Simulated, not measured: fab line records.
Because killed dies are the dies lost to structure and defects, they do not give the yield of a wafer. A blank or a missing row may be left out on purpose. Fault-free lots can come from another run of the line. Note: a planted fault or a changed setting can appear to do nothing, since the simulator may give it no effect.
Matching of chambers	flow nand-harc	NHARC_A_CHANNEL_FILL_D2_ALD_02 on ald-hk-02 has 4 sister chambers
The step deposits SiO2, target thk 6 nm, pulse time 10 s, ald cycles 60. 8 wafers are shown with their chamber, then 10 later ones without.

## WAFERS WITH THEIR CHAMBER
wafer	chamber	heater-power-w (W)	precursor-pulse-height-rel
L081.1	2	522	1.023
L081.4	3	439	0.982
L083.4	3	449	1.025
L083.5	2	537	1.004
L084.2	0	525	0.990
L084.6	1	502	0.995
L088.1	0	510	1.039
L088.5	1	498	1.043

## WAFERS WITH NO CHAMBER GIVEN
wafer	heater-power-w (W)	precursor-pulse-height-rel
L088.6	535	1.006
L089.3	504	1.015
L089.4	542	0.954
L089.5	503	0.988
L091.1	452	0.997
L091.3	541	1.004
L091.4	518	1.001
L094.3	495	1.030
L094.5	515	0.965
L094.6	494	0.990

## THE CHAMBER EACH PASSED THROUGH
wafer	from the rows above	in truth
L088.6	can't be placed: 2 or 0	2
L089.3	can't be placed: 1 or 0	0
L089.4	can't be placed: 2 or 0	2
L089.5	can't be placed: 1 or 0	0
L091.1	3	3
L091.3	can't be placed: 2 or 0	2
L091.4	can't be placed: 0 or 2 or 1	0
L094.3	1	1
L094.5	can't be placed: 0 or 2 or 1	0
L094.6	can't be placed: 1 or 0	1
Correctly placed: 2 of 10. Unplaceable from these rows: 8, with the true chamber sitting among the candidates in 8. 0 placed wrongly.
How it was worked out, from the rows above alone: a wafer's distance from a chamber is the root of the sum, over the readings, of the square of ((its reading less the chamber's mean) divided by the reading's scatter). The wafer belongs to the nearest chamber; if the next one is less than 2 further off, it can't be placed. Each chamber's mean is taken over the wafers shown for it. The scatter: take each reading less its chamber's mean, square it, sum over the shown wafers, divide by the number of wafers less the number of chambers, and take the root.
